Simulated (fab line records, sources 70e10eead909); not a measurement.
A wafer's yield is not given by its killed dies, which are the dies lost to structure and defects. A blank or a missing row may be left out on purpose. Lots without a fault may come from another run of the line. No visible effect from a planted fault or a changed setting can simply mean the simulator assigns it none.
Matching of chambers / flow nand-harc / cmp-01 running NHARC_P_CONTACT_CMP_24: 4 sister chambers
The step polishes, t overpolish 30 s, target thk 200 nm. 4 wafers are shown with their chamber, then 12 later ones without.

EACH WAFER AND ITS CHAMBER
wafer=L081.6; chamber=3; motor-current-A (A)=12.3
wafer=L088.2; chamber=1; motor-current-A (A)=11.6
wafer=L088.3; chamber=0; motor-current-A (A)=11.5
wafer=L088.6; chamber=2; motor-current-A (A)=13.2

WAFERS WITH NO CHAMBER GIVEN
wafer=L086.1; motor-current-A (A)=12.6
wafer=L086.2; motor-current-A (A)=11.2
wafer=L086.5; motor-current-A (A)=13.4
wafer=L092.3; motor-current-A (A)=11.3
wafer=L092.4; motor-current-A (A)=11.8
wafer=L092.6; motor-current-A (A)=12.4
wafer=L096.1; motor-current-A (A)=13.4
wafer=L096.2; motor-current-A (A)=13.5
wafer=L096.6; motor-current-A (A)=12.8
wafer=L097.3; motor-current-A (A)=12.2
wafer=L097.4; motor-current-A (A)=12.3
wafer=L097.6; motor-current-A (A)=12.9

CHAMBER TAKEN BY EACH
wafer=L086.1; from the rows above=can't be placed: 3 or 2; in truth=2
wafer=L086.2; from the rows above=can't be placed: 0 or 1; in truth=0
wafer=L086.5; from the rows above=2; in truth=2
wafer=L092.3; from the rows above=can't be placed: 0 or 1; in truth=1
wafer=L092.4; from the rows above=can't be placed: 1 or 0 or 3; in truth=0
wafer=L092.6; from the rows above=3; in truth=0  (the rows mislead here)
wafer=L096.1; from the rows above=2; in truth=2
wafer=L096.2; from the rows above=2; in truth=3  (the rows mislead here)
wafer=L096.6; from the rows above=can't be placed: 2 or 3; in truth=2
wafer=L097.3; from the rows above=3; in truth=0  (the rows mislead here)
wafer=L097.4; from the rows above=3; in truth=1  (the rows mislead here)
wafer=L097.6; from the rows above=can't be placed: 2 or 3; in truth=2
2 of 12 placed correctly. These rows do not allow placing 6 (true chamber among the candidates in 6). Placed wrongly: 4.
How it was worked out, from the rows above alone: a wafer's distance from a chamber is the root of the sum, over the readings, of the square of ((its reading less the chamber's mean) divided by the reading's scatter). The wafer belongs to the nearest chamber; if the next one is less than 2 further off, it can't be placed. Each chamber's mean is taken over the wafers shown for it. The scatter (one wafer shown for each chamber): square how far every hidden wafer sits from the nearest shown wafer, average those squares and take the square root.
